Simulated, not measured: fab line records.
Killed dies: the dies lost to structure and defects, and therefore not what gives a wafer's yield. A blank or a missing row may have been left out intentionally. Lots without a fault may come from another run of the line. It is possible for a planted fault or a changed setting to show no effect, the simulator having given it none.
fab line records	flow n5Finfet
record lots=7	wafers=19	lastDay=17
route steps=1938 shown BEOL_M13@1688 PASSIVATION@1936
lots with no fault: from the same line, run without faults
startH: hours from the record's first day to the start of the lot's first wafer shown	waitH: hours since the lot's step before	" as in the row above	L1.1+2: a single row standing in for several wafers	- no value present, or no start provided	* or withheld: withheld	< > ~ a bound
route shown NAME@n: names a module that has steps shown in the file, with the first one's number in the route	usual: mean/standard deviation of fault-free wafers	same: alike in all rows	chamber/n: place in a boat	sites: readings site by site	_std_site: the values' standard deviation	_edge_site: outer sites' mean less inner sites'	radiusMm: how far each site lies from the wafer's centre	mask NAME#n: copy n	behind: the tool/chamber that last shaped the wafer	hold: cause of the lot's hold/its duration in hours/its outcome	device: which transistor (n, p or np) failed to switch	end of line: tests run on the same wafers once the route is complete	a step with no rows: only its recipe	killed: dies lost to structure and defects at the first sort, not the wafer's yield	map: a wafer's dies, x killed, . not, _ none there
set.NAME: the run value of the setting; set.NAME@STEP: its run value at that earlier step	model.NAME: the simulator's own value behind a step, which no gauge read
lots seen at some steps along the route; tables by step, rows by wafer
services: from which hour (startH, from the record's first day; less than 0 if before it) a tool's chamber was out of use, for how many hours, and why
## steps
# step N5_BEOL_M13_HARDBAKE_32
# recipe tempC=130	timeS=120
# step N5_BEOL_M13_CD_MEAS_28
# recipe targetCdNm=209.5	landingEnergyEv=500	detector=seInlens
# usual cdNm=210.7/1.6
lot.wafer	tool	chamber	startH	waitH	cdNm
L745.2	cdSem-03	0	229.77	-	206.7
L745.3	"	0	"	"	206.9
L745.4	"	0	"	"	209.3
L748.3	cdSem-03	0	272.52	-	210.0
L748.5	"	0	"	"	212.9
L748.6	"	0	"	"	210.9
L751.1	cdSem-01	0	298.52	-	210.4
L751.3	"	0	"	"	211.3
L751.6	"	0	"	"	213.5
L760.4	cdSem-02	0	338.45	-	212.1
L760.6	"	0	"	"	212.4
L762.1	cdSem-03	0	350.87	-	212.0
L762.4	"	0	"	"	212.5
L762.5	"	0	"	"	212.7
L763.2	cdSem-01	0	365.71	-	213.4
L763.3	"	0	"	"	212.0
L763.6	"	0	"	"	213.0
L765.3	cdSem-03	0	385.41	-	210.3
L765.6	"	0	"	"	210.7
# step N5_BEOL_M13_OVL_MEAS_29
# recipe pointsPerWafer=44
# usual M13_OVL=-4/4.9
lot.wafer	tool	chamber	startH	waitH	M13_OVL[nm]
L745.2	overlay-02	0	229.80	0.0	5
L745.3	"	0	"	"	-7
L745.4	"	0	"	"	1
L748.3	overlay-02	0	272.55	0.0	-10
L748.5	"	0	"	"	-4
L748.6	"	0	"	"	-1
L751.1	overlay-01	0	298.55	0.0	-2
L751.3	"	0	"	"	0
L751.6	"	0	"	"	-5
L760.4	overlay-02	0	338.48	0.0	-5
L760.6	"	0	"	"	1
L762.1	overlay-01	0	350.90	0.0	-3
L762.4	"	0	"	"	-12
L762.5	"	0	"	"	-8
L763.2	overlay-01	0	365.74	0.0	-11
L763.3	"	0	"	"	-6
L763.6	"	0	"	"	-12
L765.3	overlay-02	0	385.44	0.0	0
L765.6	"	0	"	"	0
# step N5_BEOL_M13_INSPECT_30
# recipe mode=adi	inspectInstrument=macro
# usual rawDefectCount=2.3/1.5
lot.wafer	tool	chamber	startH	waitH	rawDefectCount
L745.2	defectInspect-01	-	229.83	0.0	2
L745.3	"	-	"	"	1
L745.4	"	-	"	"	3
L748.3	defectInspect-02	-	272.57	0.0	1
L748.5	"	-	"	"	2
L748.6	"	-	"	"	7
L751.1	defectInspect-01	-	298.57	0.0	2
L751.3	"	-	"	"	2
L751.6	"	-	"	"	3
L760.4	defectInspect-01	-	338.50	0.0	7
L760.6	"	-	"	"	2
L762.1	defectInspect-01	-	350.93	0.0	4
L762.4	"	-	"	"	1
L762.5	"	-	"	"	2
L763.2	defectInspect-02	-	365.76	0.0	5
L763.3	"	-	"	"	2
L763.6	"	-	"	"	2
L765.3	defectInspect-01	-	385.47	0.0	2
L765.6	"	-	"	"	1
# step N5_BEOL_M13_DESCUM_33
# recipe chemistry=O2	timeS=7.9	sourcePowerW=50	biasPowerW=20	pressureMtorr=20	rfFrequencyHz=2.712e+07	tempC=40	o2FlowSccm=225
# step N5_BEOL_M13_ETCH_67
# recipe chemistry=CF4	target=SiARC	targetDepthA=1430	timeS=238.3	ionEnergyEv=80	pressureMtorr=40	sourceW=545	biasW=36	Ar_flow_sccm=100	cf4FlowSccm=100	ends=cleared
# usual biasW=36.02/0.095	cf4FlowSccm=99.97/0.29	drypumpMotorCurrentA=5.7/0.42	etchRfOnTimeS=238/4.5	oesProductAu=0.67/0.065	rfVppV=184.4/1.2	showerheadPlenumPTorr=2.17/0.08	throttleValvePct=15.70/0.29
lot.wafer	tool	chamber	startH	waitH	biasW	cf4FlowSccm	drypumpMotorCurrentA	etchRfOnTimeS	oesProductAu	rfHoursCounterH	rfVppV	showerheadPlenumPTorr	throttleValvePct
L745.2	rieDiel-05	2	229.90	0.0	36.02	99.65	4.9	242	0.65	123	184.1	2.15	15.92
L745.3	"	0	"	"	35.93	100.18	5.9	240	0.74	48	184.4	2.08	15.42
L745.4	"	3	"	"	36.06	100.13	5.1	238	0.61	230	183.4	2.03	15.82
L748.3	rieDiel-06	0	272.64	0.0	36.16	99.87	5.9	235	0.74	48	186.7	2.27	15.76
L748.5	"	0	"	"	36.11	100.26	5.9	235	0.73	-	185.3	2.27	15.77
L748.6	"	1	"	"	35.97	100.23	5.0	232	0.74	-	185.9	2.27	15.12
L751.1	rieDiel-05	3	298.64	0.0	36.07	100.21	5.2	241	0.59	248	184.9	2.03	15.86
L751.3	"	1	"	"	35.92	100.12	5.5	246	0.63	165	181.9	2.05	15.72
L751.6	"	2	"	"	36.11	99.99	4.9	242	0.64	-	183.6	2.15	15.95
L760.4	rieDiel-04	1	338.64	0.1	36.10	99.85	6.0	232	0.85	-	186.6	2.20	15.32
L760.6	"	0	"	"	36.02	99.65	6.3	238	0.67	-	184.9	2.15	15.89
L762.1	rieDiel-06	0	351.00	0.0	36.01	99.61	5.9	235	0.72	69	184.0	2.27	15.81
L762.4	"	3	"	"	36.14	100.48	5.6	244	0.67	111	184.9	2.25	15.57
L762.5	"	0	"	"	36.08	99.49	5.9	233	0.72	-	184.9	2.27	15.79
L763.2	rieDiel-06	2	366.09	0.0	35.93	100.10	5.9	240	0.70	63	185.4	2.18	15.43
L763.3	"	1	"	"	36.23	99.78	5.0	233	0.70	68	186.0	2.26	15.17
L763.6	"	3	"	"	36.02	99.66	5.6	245	0.67	-	184.0	2.25	15.60
L765.3	rieDiel-04	2	385.54	0.0	36.04	99.91	5.7	231	0.79	12	184.8	2.26	15.48
L765.6	"	2	"	"	36.12	100.04	5.6	232	0.80	-	185.7	2.27	15.49
# step N5_BEOL_M13_ETCH_68
# recipe chemistry=N2/H2	target=SOC	maskMaterial=SiARC	sourceW=3000	biasW=350	tempC=40	timeS=355	ionEnergyEv=200	pressureMtorr=30	n2FlowSccm=200	h2FlowSccm=200
# usual biasW=349.9/1.1	drypumpMotorCurrentA=5.7/0.42	oesProductAu=0.79/0.079	rfVppV=524.9/2.7	showerheadPlenumPTorr=2.58/0.094	throttleValvePct=17.83/0.29
lot.wafer	tool	chamber	startH	waitH	biasW	drypumpMotorCurrentA	oesProductAu	rfHoursCounterH	rfVppV	showerheadPlenumPTorr	throttleValvePct
L745.2	rieDiel-05	2	230.04	0.1	351.7	4.9	0.76	123	524.6	2.57	18.11
L745.3	"	0	"	"	349.7	5.8	0.89	48	520.8	2.49	17.69
L745.4	"	3	"	"	349.1	5.1	0.70	230	520.1	2.40	17.93
L748.3	rieDiel-06	0	272.79	0.1	348.5	5.9	0.84	48	528.8	2.71	18.01
L748.5	"	0	"	"	349.8	5.9	0.85	-	527.2	2.71	18.03
L748.6	"	1	"	"	351.1	5.0	0.87	-	527.8	2.69	17.21
L751.1	rieDiel-05	3	298.79	0.1	350.9	5.2	0.70	248	520.5	2.39	17.95
L751.3	"	1	"	"	350.5	5.5	0.75	165	520.5	2.45	18.03
L751.6	"	2	"	"	347.9	4.9	0.75	-	524.7	2.56	18.15
L760.4	rieDiel-04	1	338.82	0.1	349.5	6.0	0.99	-	525.0	2.60	17.36
L760.6	"	0	"	"	351.8	6.3	0.78	-	523.9	2.55	17.99
L762.1	rieDiel-06	0	351.14	0.1	349.9	5.9	0.84	69	526.8	2.70	18.07
L762.4	"	3	"	"	349.4	5.6	0.80	111	526.5	2.67	17.72
L762.5	"	0	"	"	351.2	5.9	0.82	-	527.9	2.70	18.07
L763.2	rieDiel-06	2	366.24	0.1	351.8	5.8	0.82	63	525.0	2.57	17.56
L763.3	"	1	"	"	351.5	5.0	0.82	68	525.9	2.68	17.27
L763.6	"	3	"	"	351.5	5.6	0.79	-	528.1	2.67	17.72
L765.3	rieDiel-04	2	385.68	0.1	349.5	5.7	0.92	12	528.9	2.72	17.73
L765.6	"	2	"	"	349.1	5.7	0.93	-	527.9	2.72	17.73
# step N5_BEOL_M13_STRIP_69
# recipe chemistry=N2/H2	tempC=40	n2FlowSccm=200	h2FlowSccm=200	rfFrequencyHz=6e+07
# step N5_BEOL_M13_TRENCH_ETCH_34
# recipe chemistry=C4F8/O2/Ar	target=SiOC	targetDepthA=4134.7	maskMaterial=SOC	pressureMtorr=30	sourceW=3000	biasW=700	Ar_flow_sccm=400	C4F8_flow_sccm=15	O2_flow_sccm=8	heInnerTorr=15	heOuterTorr=30	timeS=162.6	ionEnergyEv=250
# usual biasW=700.0/2.4	drypumpMotorCurrentA=5.7/0.42	heOuterTorr=29.99/0.067	oesProductAu=0.79/0.08	rfVppV=667/3.5	showerheadPlenumPTorr=3.46/0.13	throttleValvePct=24.29/0.29
lot.wafer	tool	chamber	startH	waitH	biasW	drypumpMotorCurrentA	heOuterTorr	oesProductAu	rfHoursCounterH	rfVppV	showerheadPlenumPTorr	throttleValvePct
L745.2	rieDiel-05	2	230.26	0.0	694.8	4.9	30.05	0.76	123	666	3.41	24.36
L745.3	"	0	"	"	701.8	5.9	29.95	0.88	48	663	3.31	23.96
L745.4	"	3	"	"	701.4	5.1	29.95	0.71	230	661	3.23	24.26
L748.3	rieDiel-06	0	273.01	0.0	701.6	5.9	29.99	0.86	48	672	3.63	24.54
L748.5	"	0	"	"	703.9	5.9	30.09	0.86	-	670	3.63	24.54
L748.6	"	1	"	"	698.7	5.0	30.00	0.87	-	671	3.62	23.73
L751.1	rieDiel-05	3	299.01	0.0	697.3	5.2	29.92	0.69	248	661	3.22	24.30
L751.3	"	1	"	"	701.6	5.5	29.94	0.74	165	663	3.27	24.26
L751.6	"	2	"	"	701.2	4.9	29.97	0.75	-	666	3.40	24.42
L760.4	rieDiel-04	1	339.00	0.1	698.0	6.0	29.93	0.99	-	667	3.50	23.91
L760.6	"	0	"	"	701.6	6.3	29.97	0.78	-	665	3.45	24.62
L762.1	rieDiel-06	0	351.36	0.0	700.4	5.9	29.95	0.82	69	670	3.62	24.55
L762.4	"	3	"	"	697.2	5.6	30.05	0.79	111	669	3.58	24.16
L762.5	"	0	"	"	696.0	5.9	30.01	0.83	-	671	3.62	24.54
L763.2	rieDiel-06	2	366.46	0.0	701.8	5.9	29.98	0.82	63	669	3.49	24.11
L763.3	"	1	"	"	699.5	5.0	29.99	0.83	68	671	3.60	23.76
L763.6	"	3	"	"	694.3	5.5	29.80	0.79	-	669	3.57	24.15
L765.3	rieDiel-04	2	385.90	0.0	701.7	5.6	29.99	0.94	12	672	3.61	24.15
L765.6	"	2	"	"	702.9	5.7	29.97	0.93	-	671	3.61	24.15
# step N5_BEOL_M13_STRIP_70
# recipe chemistry=C4F8/O2/Ar	resist=SiARC	rfFrequencyHz=6e+07
# step N5_BEOL_M13_OCD_MEAS_35
# usual trenchDepthNm=413/6.7
lot.wafer	tool	chamber	startH	waitH	trenchDepthNm
L745.2	ocd-02	-	230.44	0.0	413
L745.3	"	-	"	"	417
L745.4	"	-	"	"	409
L748.3	ocd-01	-	273.19	0.0	417
L748.5	"	-	"	"	421
L748.6	"	-	"	"	428
L751.1	ocd-02	-	299.19	0.0	408
L751.3	"	-	"	"	405
L751.6	"	-	"	"	413
L760.4	ocd-01	-	339.12	0.0	423
L760.6	"	-	"	"	408
L762.1	ocd-02	-	351.54	0.0	413
L762.4	"	-	"	"	408
L762.5	"	-	"	"	414
L763.2	ocd-02	-	366.64	0.0	420
L763.3	"	-	"	"	422
L763.6	"	-	"	"	409
L765.3	ocd-01	-	386.08	0.0	423
L765.6	"	-	"	"	425
# step N5_BEOL_M13_STRIP_37
# recipe chemistry=N2/H2	powerW=1000	tempC=250	h2Frac=0.65	overashFraction=0.3	pressureMtorr=withheld	n2FlowSccm=1750	h2FlowSccm=3250
# step N5_BEOL_M13_ETCH_38
# recipe chemistry=CF4/N2	target=SiCN	targetDepthA=675	taperDeg=2	timeS=71.9	ionEnergyEv=150	maskMaterial=SiO2	pressureMtorr=40	sourceW=430	biasW=70	Ar_flow_sccm=100	cf4FlowSccm=60	n2FlowSccm=60
# usual biasW=70.00/0.21	cf4FlowSccm=60.02/0.19	drypumpMotorCurrentA=5.6/0.39	oesProductAu=0.79/0.079	rfVppV=383.2/2.2	showerheadPlenumPTorr=2.24/0.087	throttleValvePct=15.48/0.28
lot.wafer	tool	chamber	startH	waitH	biasW	cf4FlowSccm	drypumpMotorCurrentA	oesProductAu	rfHoursCounterH	rfVppV	showerheadPlenumPTorr	throttleValvePct	model.etch.depthNm	model.SiOC_of_BEOL_M13_ILD_DEP_00.thkNm
L745.2	rieDiel-06	3	231.80	-	70.35	59.81	5.6	0.82	74	384.0	2.33	15.32	56.42	784.8
L745.3	"	2	"	"	70.09	60.02	5.8	0.88	23	383.4	2.26	15.14	57.93	793.4
L745.4	"	2	"	"	69.87	60.03	5.8	0.87	-	382.7	2.26	15.13	57.11	799.4
L748.3	rieDiel-04	0	275.23	-	70.11	59.92	6.3	0.81	70	384.0	2.23	15.67	57.07	778.8
L748.5	"	1	"	"	69.95	60.17	6.0	0.69	-	383.7	2.27	15.59	57.07	791.8
L748.6	"	2	"	"	70.20	59.96	5.6	0.69	-	380.3	2.09	15.76	56.53	797.8
L751.1	rieDiel-04	0	299.94	-	70.49	59.88	6.3	0.80	78	383.8	2.22	15.67	57.27	771.8
L751.3	"	3	"	"	69.56	60.15	5.9	0.70	217	383.4	2.27	15.91	58.81	800.6
L751.6	"	2	"	"	70.26	59.98	5.6	0.67	-	378.8	2.08	15.80	56.64	808.6
L760.4	rieDiel-06	3	341.00	-	70.26	59.79	5.6	0.59	107	384.1	2.32	15.40	33.24	799.4
L760.6	"	0	"	"	69.87	59.96	5.9	0.84	-	386.6	2.34	15.64	58	782
L762.1	rieDiel-06	0	354.93	-	70.11	60.28	5.9	0.84	70	385.2	2.34	15.65	58.98	783.8
L762.4	"	2	"	"	70.02	59.86	5.9	0.62	60	383.0	2.24	15.21	34.78	821.6
L762.5	"	1	"	"	70.30	59.89	5.0	0.82	-	384.8	2.33	15.00	58.95	802.4
L763.2	rieDiel-05	2	366.77	-	69.77	60.11	4.9	0.71	163	381.0	2.20	15.80	55.82	783.2
L763.3	"	3	"	"	70.03	60.27	5.1	0.93	12	386.7	2.34	15.21	57.37	768.4
L763.6	"	0	"	"	70.09	59.60	5.8	0.82	-	379.6	2.13	15.35	57.19	803.6
L765.3	rieDiel-06	3	389.20	-	69.92	59.94	5.6	0.58	120	385.8	2.31	15.40	33	816.2
L765.6	"	3	"	"	70.16	59.92	5.6	0.77	-	384.7	2.32	15.43	55.76	802.8
# step N5_BEOL_M13_PRECLEAN_39
# recipe chemistry=residueRemover	timeS=60	tempC=40
# step N5_BEOL_M13_SRD_40
# recipe timeS=30	tempC=23	rinseLiquid=diw	dry=n2Spin	spinRpm=1500	dryTimeS=30
# step N5_BEOL_M13_DEGAS_41
# recipe ambient=vacuum	tempC=250	timeS=60
# usual heaterPowerW=326/19
lot.wafer	tool	chamber	startH	waitH	heaterPowerW
L745.2	pvdSputter-03	-	232.53	0.6	332
L745.3	"	-	"	"	327
L745.4	"	-	"	"	359
L748.3	pvdSputter-03	-	275.82	0.4	359
L748.5	"	-	"	"	326
L748.6	"	-	"	"	339
L751.1	pvdSputter-02	-	300.32	0.2	331
L751.3	"	-	"	"	338
L751.6	"	-	"	"	339
L760.4	pvdSputter-03	-	342.30	1.1	347
L760.6	"	-	"	"	345
L762.1	pvdSputter-03	-	355.27	0.2	335
L762.4	"	-	"	"	332
L762.5	"	-	"	"	318
L763.2	pvdSputter-03	-	367.02	0.1	349
L763.3	"	-	"	"	336
L763.6	"	-	"	"	337
L765.3	pvdSputter-01	-	389.40	0.0	347
L765.6	"	-	"	"	345
# step N5_BEOL_M13_PRE_CLEAN_42
# recipe gas=H2/He	timeS=30	tempC=250
# usual heaterPowerW=326/19
lot.wafer	tool	chamber	startH	waitH	heaterPowerW
L745.2	pvdSputter-03	-	232.57	0.0	320
L745.3	"	-	"	"	333
L745.4	"	-	"	"	350
L748.3	pvdSputter-03	-	275.86	0.0	340
L748.5	"	-	"	"	328
L748.6	"	-	"	"	336
L751.1	pvdSputter-02	-	300.36	0.0	324
L751.3	"	-	"	"	344
L751.6	"	-	"	"	342
L760.4	pvdSputter-03	-	342.34	0.0	339
L760.6	"	-	"	"	343
L762.1	pvdSputter-03	-	355.31	0.0	335
L762.4	"	-	"	"	319
L762.5	"	-	"	"	319
L763.2	pvdSputter-03	-	367.06	0.0	346
L763.3	"	-	"	"	344
L763.6	"	-	"	"	332
L765.3	pvdSputter-01	-	389.44	0.0	348
L765.6	"	-	"	"	345
# step N5_BEOL_M13_SPUTTER_43
# recipe material=TaN	targetThkA=150	tempC=50	biasV=168.6	powerW=15000	chamberPressurePa=0.12	timeS=24.19
# step N5_BEOL_M13_SPUTTER_44
# recipe material=Ta	targetThkA=100	tempC=50	biasV=80	powerW=15000	chamberPressurePa=0.07	timeS=16.13
# step N5_BEOL_M13_SPUTTER_45
# recipe material=Cu	targetThkA=800	tempC=-20	biasV=60	powerW=26000	chamberPressurePa=0.13	timeS=13.33
# step N5_BEOL_M13_ECD_47
# recipe material=Cu	targetThkA=9360
# step N5_BEOL_M13_ANNEAL_48
# recipe tempC=225	timeS=90	ambient=N2
# step N5_BEOL_M13_CMP_49
# recipe stopOn=SiOC	tOverpolishS=17.1	downForcePsi=1	platenRpm=50	clearingPlatenDownForcePsi=1.5	clearingPlatenRpm=50	postCmpClean=cuAlkaline	targetThkNm=420	clearingPlatenPadVelocityMS=0.99484	padVelocityMS=0.99484
# usual barrierFieldEndpointS=30.2/0.79	motorCurrentA=6.1/0.38	overpolishRunS=17.101/0.0086
lot.wafer	tool	chamber	startH	waitH	barrierFieldEndpointS	motorCurrentA	overpolishRunS	model.SiOC_of_BEOL_M13_ILD_DEP_00.thkNm
L745.4	cmp-02	1	233.34	0.1	29.4	6.4	17.100	789.4
L745.3	"	2	"	"	29.8	5.7	17.101	783.4
L745.2	"	0	"	"	29.6	6.0	17.102	774.8
L748.3	cmp-01	1	276.75	0.3	30.5	6.7	17.115	768.8
L748.5	"	2	"	"	30.0	5.5	17.103	781.8
L748.6	"	3	"	"	30.9	5.7	17.104	787.8
L751.3	cmp-01	1	301.56	0.3	29.9	6.7	17.105	790.6
L751.1	"	2	"	"	28.5	5.9	17.103	761.8
L751.6	"	0	"	"	30.3	6.2	17.104	798.6
L760.4	cmp-01	2	343.19	0.2	30.1	6.3	17.101	789.4
L760.6	"	1	"	"	31.7	6.7	17.106	772
L762.4	cmp-01	1	356.09	0.1	31.3	6.5	17.097	811.6
L762.1	"	2	"	"	30.0	5.7	17.099	773.8
L762.5	"	1	"	"	30.5	6.5	17.091	792.4
L763.3	cmp-02	3	367.88	0.2	28.7	6.0	17.116	758.4
L763.2	"	0	"	"	29.3	5.8	17.116	773.2
L763.6	"	3	"	"	28.7	6.1	17.097	793.6
L765.3	cmp-03	1	390.29	0.2	29.3	5.5	17.090	806.2
L765.6	"	0	"	"	30.1	5.2	17.087	792.8
# step N5_BEOL_M13_THK_MEAS_50
# recipe thkMeasGauge=xrf	reads=Cu_of_BEOL_M13_ECD_47
# usual M13_THK=420/8.1
lot.wafer	tool	chamber	startH	waitH	M13_THK[nm]
L745.2	filmMetro-01	-	233.64	-	421
L745.3	"	-	"	"	425
L745.4	"	-	"	"	415
L748.3	filmMetro-02	-	276.94	-	433
L748.5	"	-	"	"	435
L748.6	"	-	"	"	441
L751.1	filmMetro-02	-	301.78	-	415
L751.3	"	-	"	"	414
L751.6	"	-	"	"	427
L760.4	filmMetro-01	-	343.41	-	429
L760.6	"	-	"	"	413
L762.1	filmMetro-02	-	356.38	-	417
L762.4	"	-	"	"	413
L762.5	"	-	"	"	418
L763.2	filmMetro-01	-	368.13	-	429
L763.3	"	-	"	"	430
L763.6	"	-	"	"	418
L765.3	filmMetro-02	-	390.51	-	435
L765.6	"	-	"	"	439
# step N5_PASSIVATION_PROBE_49
# usual defectLimitedYield=91.3/1.3	killed_at_M0_to_M3=36/12	killed_at_M4_up=13/4.6	killedAtContacts=13/5.4	killedAtFrontEnd=37/10	killedAtOther=3.6/2.9	killedDies=102/15	killedOpen=67/12	killedShort=33/7.5	sort_bin_4_leakage=0.00/0.023	sort_bin_5_function=5.1/0.93	sort_bin_6_memory=3.2/0.62	sortNPass=1078/15	sortYieldPct=91.3/1.3
# same grossDies=1180	killedAtBackSide=0	sort_bin_8_speed[%]=0
lot.wafer	tool	chamber	startH	waitH	defectLimitedYield[%]	killed_at_M0_to_M3	killed_at_M4_up	killedAtContacts	killedAtFrontEnd	killedAtOther	killedDies	killedOpen	killedShort	sort_bin_4_leakage[%]	sort_bin_5_function[%]	sort_bin_6_memory[%]	sortNPass	sortYieldPct[%]
L745.2	prober-01	-	258.37	0.1	90.5	30	8	24	46	4	112	80	26	0	6.0	3.1	1068	90.5
L745.3	prober-01	-	258.42	0.1	92.1	31	10	15	34	3	93	62	30	0	4.3	3.4	1087	92.1
L745.4	prober-01	-	258.47	0.2	90.8	40	11	12	44	2	109	76	32	0	5.2	3.7	1071	90.8
L751.1	prober-01	-	329.17	0.2	91.5	35	12	25	24	4	100	65	29	0	5.4	2.5	1080	91.5
L751.3	prober-01	-	329.27	0.3	90.3	38	23	15	23	15	114	74	36	0	5.9	3.2	1066	90.3
L751.6	prober-01	-	329.42	0.4	90.4	58	12	3	38	2	113	67	42	0	5.6	3.3	1067	90.4
L765.3	prober-01	-	414.20	0.1	93.3	9	8	14	46	2	79	50	26	0	3.8	2.4	1101	93.3
# killed by level:class
L745.2 MOL_CONTACT_COAG:geometricParticle:open=21 FIN_SAQP:geometricParticle:open=11 BEOL_M3:geometricParticle:open=8 BEOL_M2:geometricParticle:open=8 DUMMY_GATE:geometricParticle:open=7 GATE_CUT:geometricParticle:open=5 BEOL_M0_SAQP:geometricParticle:open=5 FIN_SAQP:geometricParticle:short=4
L745.3 MOL_CONTACT_COAG:geometricParticle:open=14 FIN_SAQP:geometricParticle:open=7 BEOL_M1:geometricParticle:open=6 BEOL_M1:geometricParticle:short=6 BEOL_M2:geometricParticle:open=6 BEOL_M4:geometricParticle:open=6 STI_FIN_REVEAL:geometricParticle:open=5 GATE_CUT:geometricParticle:short=5
L745.4 BEOL_M0_SAQP:geometricParticle:open=16 MOL_CONTACT_COAG:geometricParticle:open=9 FIN_SAQP:geometricParticle:open=8 BEOL_M2:geometricParticle:open=8 STI_FIN_REVEAL:geometricParticle:open=7 DUMMY_GATE:geometricParticle:open=6 FIN_SAQP:geometricParticle:short=5 GATE_CUT:geometricParticle:short=4
L751.1 MOL_CONTACT_COAG:geometricParticle:open=21 BEOL_M0_SAQP:geometricParticle:open=12 BEOL_M0_SAQP:geometricParticle:short=6 MOL_CONTACT_COAG:geometricParticle:short=4 BEOL_M8:geometricParticle:open=4 HKMG_FIN:areaEtch=4 FIN_SAQP:geometricParticle:open=3 DUMMY_GATE:geometricParticle:open=3
L751.3 MOL_CONTACT_COAG:geometricParticle:open=13 BEOL_M4:geometricParticle:open=12 BEOL_M2:geometricParticle:short=9 PAD_METAL:geometricParticle:open=9 BEOL_M0_SAQP:geometricParticle:open=8 BEOL_M0_SAQP:geometricParticle:short=8 FIN_SAQP:geometricParticle:open=6 STI_FIN_REVEAL:geometricParticle:open=5
L751.6 BEOL_M0_SAQP:geometricParticle:open=15 BEOL_M2:geometricParticle:open=9 BEOL_M2:geometricParticle:short=9 BEOL_M0_SAQP:geometricParticle:short=8 FIN_SAQP:geometricParticle:open=7 BEOL_M1:geometricParticle:short=7 BEOL_M4:geometricParticle:open=7 FIN_SAQP:geometricParticle:short=5
L765.3 FIN_SAQP:geometricParticle:short=12 FIN_SAQP:geometricParticle:open=12 MOL_CONTACT_COAG:geometricParticle:open=8 STI_FIN_REVEAL:geometricParticle:open=7 MOL_CONTACT_COAG:geometricParticle:short=6 BEOL_M3:geometricParticle:open=5 STARTING-WAFER:geometricParticle:open=4 BEOL_M4:geometricParticle:open=3
## services
tool	chamber	startH	hours	kind
cmp-02	-	215.47	1.0	repair
cmp-01	-	227.96	4.0	pm
rieDiel-06	1	231.72	4.9	repair
cmp-03	-	233.42	0.3	repair
cmp-01	-	246.45	17.6	pm
rieDiel-06	0	280.96	8.9	repair
cmp-01	-	290.69	6.2	pm
pvdSputter-01	-	291.75	1.0	repair
cmp-03	-	292.10	3.5	repair
rieDiel-05	-	292.30	4.3	pm
rieDiel-05	3	304.59	-	clean
rieDiel-05	3	304.59	-	consumableReplace:focusRing
cmp-01	-	304.78	1.3	repair
cmp-03	-	309.55	3.6	repair
cmp-03	-	316.95	1.1	repair
cmp-03	-	329.27	0.9	repair
cmp-01	-	329.67	0.7	repair
rieDiel-04	3	339.73	5.7	repair
pvdSputter-03	-	357.96	4.7	repair
cmp-03	-	362.70	4.0	pm
cmp-03	-	366.70	5.7	pm
rieDiel-06	-	371.68	7.5	repair
rieDiel-05	3	372.99	5.7	repair
pvdSputter-02	-	385.67	3.8	repair
## key
firstSign step=N5_BEOL_M13_ETCH_38	reading=oesProductAu	direction=down	sigmas=2.5	usual=0.79	struck=0.60
effect none on later readings
modelEffect step=N5_BEOL_M13_ETCH_38	value=etch.depthNm	without=56.12	struck=33.67
modelEffect step=N5_BEOL_M13_CMP_49	value=SiOC_of_BEOL_M13_ILD_DEP_00.thkNm	without=783.7	struck=802.4
metAt N5_BEOL_M13_ETCH_38
struckWafers L760.4,L762.4,L765.3
onsetBetween 231.80 341.00
fault kind=processParameterDrift	tool=rieDiel-06	chamber=-	onsetH=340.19	steps=N5_BEOL_M13_ETCH_38	channel=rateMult	offset=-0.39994	shape=step	endH=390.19	scope=struckWafersOnly
